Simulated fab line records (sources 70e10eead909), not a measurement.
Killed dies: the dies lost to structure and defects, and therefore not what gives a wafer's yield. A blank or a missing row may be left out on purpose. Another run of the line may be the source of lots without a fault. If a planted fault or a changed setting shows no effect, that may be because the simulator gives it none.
fab line records | flow nand-harc
record: lots: 12 wafers: 36 last-day: 22
route steps=1159 shown A_M0@1019 A_M1@1050
lots with no fault: from the same line, run without faults
start-h: the number of hours between the record's first day and the start of the first shown wafer of the lot | wait-h: time in hours since the lot's previous step | " unchanged from the row above | L1.1+2: several wafers, shown together as one row | - either no value or no given start | * or withheld: withheld | < > ~ a bound
route shown NAME@n: a module of which the file shows steps, and the number in the route of the first | usual: the fault-free wafers' mean and standard deviation | same: alike in all rows | chamber/n: place in a boat | sites: per-site readings | _std_site: the standard deviation of these | _edge_site: the outer-site mean with the inner-site mean subtracted | radius-mm: for every site, how far away it sits from the centre of the wafer | mask NAME#n: copy n | behind: the tool/chamber that last shaped the wafer | hold: why the lot went on hold/how many hours it stayed there/how the hold came to an end | device: names the non-switching transistor (n, p or np) | end of line: tests of these same wafers at the route's end | a step given without rows: its recipe and nothing more | killed: dies lost to structure and defects at the first sort, not the wafer's yield | map: the dies of a wafer, with x for killed, . for not killed, _ for no die there
set.NAME: the setting as run; set.NAME@STEP: as run at that earlier step | model.NAME: the simulator's own value behind a step, which no gauge read
route steps across a sampled set of lots; one table per step, one row per wafer
services: from which hour (start-h, from the record's first day; less than 0 if before it) a tool's chamber was out of use, for how many hours, and why
== steps ==
step: NHARC_A_M0_CMP_23
recipe: t-overpolish-s: 20 target-thk-nm: 113.75
usual: motor-current-A: 11.7/1.1 slurry-filter-dp-kPa: 13.50/0.13 time-to-endpoint-s: 28/3.5
columns lot.wafer tool chamber start-h wait-h motor-current-A slurry-filter-dp-kPa time-to-endpoint-s
L795.1 cmp-01 3 391.34 - 13.1 13.34 29
L795.6 " 2 " " 13.1 13.53 28
L795.5 " 3 " " 12.9 13.42 31
L796.3 cmp-01 2 408.37 - 13.1 13.60 28
L796.1 " 3 " " 12.0 13.48 29
L796.6 " 2 " " 13.0 13.42 26
L799.1 cmp-02 1 415.97 - 11.9 13.37 26
L799.6 " 2 " " 9.9 13.59 23
L799.5 " 3 " " 11.1 13.55 25
L800.2 cmp-02 2 421.15 - 9.4 13.39 26
L800.1 " 0 " " 11.0 13.61 29
L800.6 " 2 " " 9.3 13.41 24
L803.1 cmp-04 3 437.60 - 9.9 13.60 23
L803.4 " 1 " " 10.8 13.67 26
L803.6 " 3 " " 9.9 13.53 22
L804.2 cmp-01 3 461.12 - 13.3 13.58 32
L804.1 " 0 " " 11.5 13.56 33
L804.6 " 2 " " 12.7 13.55 27
L801.1 cmp-01 1 464.97 - 11.7 13.55 30
L801.3 " 3 " " 12.4 13.37 36
L801.5 " 1 " " 11.7 13.40 30
L807.2 cmp-04 1 474.22 - 11.4 13.57 22
L807.1 " 3 " " 10.4 13.49 21
L807.5 " 2 " " 12.1 13.33 19
L810.4 cmp-02 3 486.43 - 11.4 13.50 29
L810.1 " 0 " " 11.8 13.36 31
L810.6 " 3 " " 11.4 13.69 30
L806.1 cmp-02 0 498.48 - 11.0 13.42 36
L806.3 " 1 " " 11.5 13.64 26
L806.2 " 3 " " 11.7 13.46 32
L812.4 cmp-02 0 498.95 - 11.7 13.37 33
L812.6 " 2 " " 9.9 13.42 29
L812.5 " 3 " " 11.1 13.51 30
L811.1 cmp-04 3 507.73 - 10.3 13.54 27
L811.3 " 1 " " 10.9 13.25 33
L811.6 " 2 " " 12.3 13.52 26
step: NHARC_A_M0_INSPECT_27
usual: raw-defect-count: 457/140
columns lot.wafer tool chamber start-h wait-h raw-defect-count
L795.1 defect-inspect-01 - 391.79 0.0 326
L795.5 " - " " 402
L795.6 " - " " 345
L796.1 defect-inspect-02 - 408.85 0.0 545
L796.3 " - " " 475
L796.6 " - " " 556
L799.1 defect-inspect-02 - 416.36 0.0 590
L799.5 " - " " 493
L799.6 " - " " 415
L800.1 defect-inspect-02 - 421.62 0.0 340
L800.2 " - " " 342
L800.6 " - " " 331
L803.1 defect-inspect-02 - 438.08 0.0 663
L803.4 " - " " 581
L803.6 " - " " 479
L804.1 defect-inspect-01 - 461.54 0.0 345
L804.2 " - " " 593
L804.6 " - " " 503
L801.1 defect-inspect-01 - 465.42 0.0 581
L801.3 " - " " 639
L801.5 " - " " 409
L807.1 defect-inspect-02 - 474.69 0.0 422
L807.2 " - " " 335
L807.5 " - " " 487
L810.1 defect-inspect-02 - 486.87 0.0 775
L810.4 " - " " 374
L810.6 " - " " 327
L806.1 defect-inspect-01 - 498.96 0.0 299
L806.2 " - " " 358
L806.3 " - " " 509
L812.4 defect-inspect-01 - 499.36 0.0 525
L812.5 " - " " 509
L812.6 " - " " 457
L811.1 defect-inspect-02 - 508.17 0.0 249
L811.3 " - " " 231
L811.6 " - " " 263
step: NHARC_A_M0_DEP_32
recipe: target-thk-a: 300 temp-c: 370 target-thk-nm: 30 pressure-torr: 3 flow-sccm: 200 rf-w: 450 material: SiCN
usual: heater-power-w: 582/79 showerhead-vpp-V: 1349/91
columns lot.wafer tool chamber start-h wait-h heater-power-w showerhead-vpp-V
L795.1 pecvd-01 0 392.03 0.1 596 1205
L795.5 " 2 " " 471 1326
L795.6 " 0 " " 591 1227
L796.1 pecvd-04 2 409.04 0.1 596 1197
L796.3 " 0 " " 807 1364
L796.6 " 0 " " 798 1345
L799.1 pecvd-03 2 416.63 0.1 540 1322
L799.6 " 0 " " 594 1463
L799.5 " 2 " " 552 1308
L800.2 pecvd-04 2 421.77 0.1 549 1223
L800.1 " 1 " " 629 1365
L800.6 " 2 " " 532 1199
L803.1 pecvd-03 2 438.23 0.1 618 1308
L803.6 " 0 " " 565 1437
L803.4 " 1 " " 612 1482
L804.2 pecvd-03 1 461.73 0.1 571 1480
L804.1 " 2 " " 596 1311
L804.6 " 2 " " 585 1305
L801.1 pecvd-04 0 465.86 0.1 713 1330
L801.3 " 2 " " 579 1209
L801.5 " 2 " " 604 1207
L807.2 pecvd-04 2 475.67 0.1 613 1194
L807.1 " 0 " " 784 1361
L807.5 " 1 " " 621 1368
L810.1 pecvd-03 0 487.06 0.1 499 1474
L810.4 " 2 " " 570 1297
L810.6 " 0 " " 501 1464
L806.3 pecvd-04 0 499.11 0.1 791 1348
L806.2 " 1 " " 650 1386
L806.1 " 2 " " 587 1215
L812.6 pecvd-03 0 499.63 0.2 564 1421
L812.4 " 1 " " 654 1501
L812.5 " 2 " " 625 1297
L811.3 pecvd-03 1 508.36 0.1 582 1467
L811.1 " 2 " " 571 1310
L811.6 " 2 " " 566 1305
step: NHARC_A_M1_ECD_22
recipe: target-thk-a: 4000 bath-temp-c: 25 material: Cu
usual: bath-heat-duty-pct: 6.1/0.81 bath-temp-c: 25.01/0.1
columns lot.wafer tool chamber start-h wait-h bath-heat-duty-pct bath-temp-c
L795.1 ecd-cu-02 0 394.66 - 5.9 25.13
L795.5 " 1 " " 6.5 24.99
L795.6 " 0 " " 6.5 24.96
L796.1 ecd-cu-01 0 411.86 - 4.7 25.17
L796.3 " 0 " " 5.8 24.99
L796.6 " 0 " " 5.1 25.14
L799.1 ecd-cu-02 1 419.26 - 6.5 25.11
L799.6 " 1 " " 6.2 25.04
L799.5 " 0 " " 6.6 24.92
L800.2 ecd-cu-02 1 424.56 - 6.9 25.05
L800.1 " 0 " " 6.3 25.03
L800.6 " 1 " " 6.1 25.02
L803.1 ecd-cu-01 1 441.11 - 6.4 25.04
L803.4 " 0 " " 4.5 25.01
L803.6 " 0 " " 5.1 25.05
L804.1 ecd-cu-01 0 464.55 - 5.0 25.04
L804.2 " 1 " " 5.9 25.05
L804.6 " 1 " " 6.3 25.10
L801.1 ecd-cu-02 0 468.72 - 6.2 25.02
L801.3 " 1 " " 6.2 24.87
L801.5 " 1 " " 7.4 25.00
L807.1 ecd-cu-02 0 478.46 - 5.5 25.10
L807.2 " 1 " " 7.5 25.06
L807.5 " 0 " " 5.5 25.09
L810.1 ecd-cu-01 1 489.88 - 6.1 25.03
L810.4 " 0 " " 4.4 24.93
L810.6 " 1 " " 6.3 25.15
L806.1 ecd-cu-01 1 501.92 - 6.4 24.96
L806.2 " 0 " " 4.9 25.19
L806.3 " 1 " " 6.5 25.09
L812.4 ecd-cu-01 0 502.48 - - -
L812.5 " 0 " " - -
L812.6 " 1 " " - -
L811.1 ecd-cu-01 0 511.19 - - -
L811.3 " 1 " " - -
L811.6 " 1 " " - -
step: NHARC_A_M1_CMP_23
recipe: t-overpolish-s: 20 target-thk-nm: 154.34
usual: motor-current-A: 12.1/1.4 slurry-filter-dp-kPa: 13.48/0.12 time-to-endpoint-s: 29/3.2
columns lot.wafer tool chamber start-h wait-h motor-current-A slurry-filter-dp-kPa time-to-endpoint-s
L795.1 cmp-03 0 395.74 - 11.2 13.65 28
L795.5 " 1 " " 15.1 13.46 24
L795.6 " 2 " " 14.0 13.29 29
L796.1 cmp-01 2 412.56 - 13.4 13.46 27
L796.3 " 3 " " 12.5 13.36 30
L796.6 " 2 " " 12.6 13.32 25
L799.1 cmp-02 0 420.39 - 11.8 13.55 34
L799.6 " 1 " " 11.7 13.56 22
L799.5 " 2 " " 9.9 13.56 25
L800.2 cmp-03 1 425.41 - 15.2 13.48 25
L800.1 " 2 " " 13.9 13.77 29
L800.6 " 1 " " 14.4 13.35 25
L803.4 cmp-01 0 441.84 - 12.0 13.32 32
L803.1 " 3 " " 12.2 13.64 31
L803.6 " 1 " " 11.7 13.54 23
L804.1 cmp-02 0 465.30 - 11.0 13.40 29
L804.2 " 2 " " 9.6 13.43 24
L804.6 " 0 " " 11.3 13.47 27
L801.1 cmp-02 2 469.44 - 9.3 13.59 27
L801.3 " 3 " " 11.5 13.34 27
L801.5 " 1 " " 11.6 13.42 25
L807.2 cmp-02 1 479.18 - 11.0 13.43 24
L807.1 " 3 " " 11.7 13.49 25
L807.5 " 2 " " 9.3 13.75 25
L810.4 cmp-03 0 490.55 - 12.0 13.64 30
L810.1 " 2 " " 12.9 13.59 31
L810.6 " 0 " " 11.8 13.34 32
L806.2 cmp-02 1 502.70 - 11.1 13.51 26
L806.3 " 2 " " 10.4 13.57 26
L806.1 " 3 " " 11.7 13.39 28
L812.4 cmp-01 0 503.13 - 12.4 13.31 6
L812.6 " 3 " " 13.0 13.48 6
L812.5 " 0 " " 11.6 13.42 4
L811.1 cmp-03 2 511.87 - 14.4 13.41 4
L811.3 " 0 " " 11.5 13.56 4
L811.6 " 2 " " 14.0 13.26 5
step: NHARC_A_M1_THK_MEAS_24
recipe: thk-meas-gauge: xrf
usual: thk-nm: 154.7/1.5
columns lot.wafer tool chamber start-h wait-h hold thk-nm
L795.1 film-metro-02 - 395.98 - - 154.6
L795.5 " - " " - 154.1
L795.6 " - " " - 156.5
L796.1 film-metro-02 - 412.88 - - 153.9
L796.3 " - " " - 154.3
L796.6 " - " " - 154.8
L799.1 film-metro-02 - 420.62 - - 155.1
L799.5 " - " " - 152.0
L799.6 " - " " - 152.7
L800.1 film-metro-01 - 425.70 - - 155.1
L800.2 " - " " - 153.0
L800.6 " - " " - 153.1
L803.1 film-metro-02 - 442.15 - - 155.6
L803.4 " - " " - 156.2
L803.6 " - " " - 154.1
L804.1 film-metro-01 - 465.58 - - 154.5
L804.2 " - " " - 151.0
L804.6 " - " " - 156.4
L801.1 film-metro-02 - 469.70 - - 151.8
L801.3 " - " " - 154.0
L801.5 " - " " - 152.9
L807.1 film-metro-02 - 479.50 - - 153.5
L807.2 " - " " - 152.5
L807.5 " - " " - 153.9
L810.1 film-metro-01 - 490.87 - - 156.9
L810.4 " - " " - 156.9
L810.6 " - " " - 154.1
L806.1 film-metro-01 - 502.99 - - 154.2
L806.2 " - " " - 153.4
L806.3 " - " " - 154.3
L812.4 film-metro-02 - 503.42 - await-dispo/0.2h/release 28.0
L812.5 " - " " await-dispo/0.2h/release 32.5
L812.6 " - " " await-dispo/0.2h/release 29.1
L812.4 film-metro-02 - 503.59 0.2 - 30.1
L812.5 " - " " - 27.3
L812.6 " - " " - 30.6
L811.1 film-metro-02 - 512.18 - await-dispo/0.2h/release 31.0
L811.3 " - " " await-dispo/0.2h/release 30.9
L811.6 " - " " await-dispo/0.2h/release 27.9
L811.1 film-metro-02 - 512.36 0.2 - 29.5
L811.3 " - " " - 31.5
L811.6 " - " " - 29.9
== services ==
columns tool chamber start-h hours kind
cmp-01 - 375.53 4.0 pm
pecvd-04 - 376.37 13.0 pm
cmp-04 - 391.42 0.4 repair
pecvd-04 - 393.66 0.8 repair
cmp-04 - 394.50 0.7 repair
cmp-03 - 396.11 0.4 repair
cmp-04 - 399.00 4.0 pm
cmp-01 - 402.80 0.6 repair
cmp-04 - 405.77 2.6 repair
cmp-01 - 414.53 0.4 repair
pecvd-03 0 420.83 2.2 repair
cmp-02 - 425.89 4.0 pm
ecd-cu-01 - 431.44 3.3 repair
cmp-02 - 432.81 3.2 repair
cmp-01 - 439.44 1.6 repair
ecd-cu-01 - 448.13 8.0 pm
cmp-03 - 450.26 4.0 pm
cmp-03 - 464.05 6.1 repair
cmp-04 - 470.74 2.4 repair
cmp-02 - 472.24 2.0 repair
cmp-01 - 472.61 0.3 repair
pecvd-03 - 473.12 13.0 pm
cmp-01 - 473.53 4.0 pm
cmp-01 - 494.21 2.4 repair
== key ==
first-sign: step: NHARC_A_M1_ECD_22 reading: tool-record direction: missing
effect: step: NHARC_A_M1_CMP_23 reading: time-to-endpoint-s direction: down sigmas: 7.3 usual: * struck: *
effect: step: NHARC_A_M1_THK_MEAS_24 reading: visit direction: added
effect: step: NHARC_A_M1_THK_MEAS_24 reading: thk-nm direction: down sigmas: 83 usual: 154.7 struck: 29.9
met-at NHARC_A_M1_ECD_22
struck-lots L811,L812
scrapped-behind NHARC_A_M1_THK_MEAS_24 L811.1,L811.3,L811.6,L812.4,L812.5,L812.6
not-acting-at NHARC_A_M0_CMP_23,NHARC_A_M0_INSPECT_27,NHARC_A_M0_DEP_32
onset-between 489.88 502.48
fault: kind: skipped-step-whole tool: ecd-cu-01 chamber: - onset-h: 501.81 steps: NHARC_A_M1_ECD_22 scope: struck-lots-only
